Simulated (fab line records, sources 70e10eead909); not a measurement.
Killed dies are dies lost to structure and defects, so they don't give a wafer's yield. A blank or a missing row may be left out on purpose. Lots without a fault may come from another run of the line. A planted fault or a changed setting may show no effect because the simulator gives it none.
Chamber matching | flow nand_harc | NHARC_A_CHANNEL_FILL_D2_CMP_10 on cmp-02: 4 sister chambers
The step polishes, target thk 150 nm. 8 wafers are shown with their chamber, then 8 later ones without.

WAFERS WITH THEIR CHAMBER
wafer  | chamber | motor_current_A (A) | time_to_endpoint_s (s)
L079.1 | 0       | 11.7                | 13.7
L079.3 | 1       | 10.9                | 14.5
L079.5 | 3       | 9.5                 | 11.4
L079.6 | 0       | 12.6                | 12.1
L084.1 | 2       | 15.1                | 10.9
L084.2 | 1       | 10.9                | 13.6
L084.3 | 3       | 9.7                 | 8.6
L086.2 | 2       | 15.9                | 11.9

WAFERS WITHOUT THEIR CHAMBER
wafer  | motor_current_A (A) | time_to_endpoint_s (s)
L086.3 | 12.3                | 11.7
L086.5 | 9.9                 | 13.8
L089.1 | 10.3                | 10.7
L089.2 | 10.6                | 14.1
L089.3 | 11.2                | 13.0
L094.1 | 12.4                | 14.5
L094.3 | 15.8                | 12.3
L094.4 | 9.7                 | 11.2

WHICH CHAMBER EACH WENT THROUGH
wafer  | from the rows above     | in truth
L086.3 | 0                       | 0
L086.5 | can't be placed: 1 or 3 | 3
L089.1 | can't be placed: 3 or 1 | 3
L089.2 | 1                       | 1
L089.3 | can't be placed: 1 or 0 | 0
L094.1 | 0                       | 0
L094.3 | 2                       | 2
L094.4 | 3                       | 3
Placed correctly: 5 of 8. Can't be placed from these rows: 3 (the true chamber is among the candidates in 3). Placed wrongly: 0.
How it was worked out, from the rows above alone: a wafer's distance from a chamber is the root of the sum, over the readings, of the square of ((its reading less the chamber's mean) divided by the reading's scatter). The wafer belongs to the nearest chamber; if the next one is less than 2 further off, it can't be placed. A chamber's mean is the mean of its shown wafers. The scatter: the root of (the sum of the squares of (reading less its chamber's mean) over the shown wafers, divided by (wafers less chambers)).
